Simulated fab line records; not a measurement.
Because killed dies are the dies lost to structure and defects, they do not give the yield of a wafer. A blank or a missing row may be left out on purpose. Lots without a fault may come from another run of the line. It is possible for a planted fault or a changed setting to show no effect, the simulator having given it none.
Matching of chambers + flow n5-finfet + N5_BEOL_M2_ETCH_69 on rie-diel-01: 4 sister chambers
The step etches SiARC in CF4, target depth 15.6 nm, time 26 s. 8 wafers are shown with their chamber, then 11 later ones without.

WAFERS PAIRED WITH THEIR CHAMBERS
| wafer  | chamber | drypump-motor-current-A (A) | showerhead-plenum-p-Torr (Torr) |
|--------|---------|-----------------------------|---------------------------------|
| L079.4 | 0       | 6.7                         | 2.19                            |
| L083.1 | 1       | 6.4                         | 2.16                            |
| L083.5 | 2       | 5.3                         | 2.11                            |
| L083.6 | 3       | 5.5                         | 2.12                            |
| L085.1 | 0       | 6.7                         | 2.19                            |
| L085.4 | 2       | 5.3                         | 2.11                            |
| L085.5 | 1       | 6.4                         | 2.16                            |
| L087.3 | 3       | 5.4                         | 2.11                            |

WAFERS WHOSE CHAMBER IS MISSING
| wafer  | drypump-motor-current-A (A) | showerhead-plenum-p-Torr (Torr) |
|--------|-----------------------------|---------------------------------|
| L087.4 | 6.7                         | 2.19                            |
| L087.6 | 6.4                         | 2.16                            |
| L089.1 | 5.4                         | 2.11                            |
| L089.2 | 6.4                         | 2.15                            |
| L089.4 | 5.3                         | 2.11                            |
| L095.1 | 6.4                         | 2.15                            |
| L095.3 | 5.3                         | 2.11                            |
| L095.4 | 6.4                         | 2.15                            |
| L097.1 | 5.4                         | 2.11                            |
| L097.2 | 6.7                         | 2.18                            |
| L097.6 | 5.3                         | 2.10                            |

CHAMBER TAKEN BY EACH
| wafer  | from the rows above     | in truth |
|--------|-------------------------|----------|
| L087.4 | 0                       | 0        |
| L087.6 | 1                       | 1        |
| L089.1 | can't be placed: 3 or 2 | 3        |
| L089.2 | 1                       | 1        |
| L089.4 | 2                       | 2        |
| L095.1 | 1                       | 1        |
| L095.3 | 2                       | 2        |
| L095.4 | 1                       | 1        |
| L097.1 | can't be placed: 3 or 2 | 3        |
| L097.2 | 0                       | 0        |
| L097.6 | 2                       | 2        |
Placed correctly: 9 of 11. Unplaceable from these rows: 2, with the true chamber sitting among the candidates in 2. Placed wrongly: 0.
How it was worked out, from the rows above alone: a wafer's distance from a chamber is the root of the sum, over the readings, of the square of ((its reading less the chamber's mean) divided by the reading's scatter). If the next closest chamber is less than 2 further off than the closest, the wafer can't be placed; otherwise it belongs to the closest. A chamber's mean is the mean of its shown wafers. The scatter: the root of (the sum of the squares of (reading less its chamber's mean) over the shown wafers, divided by (wafers less chambers)).
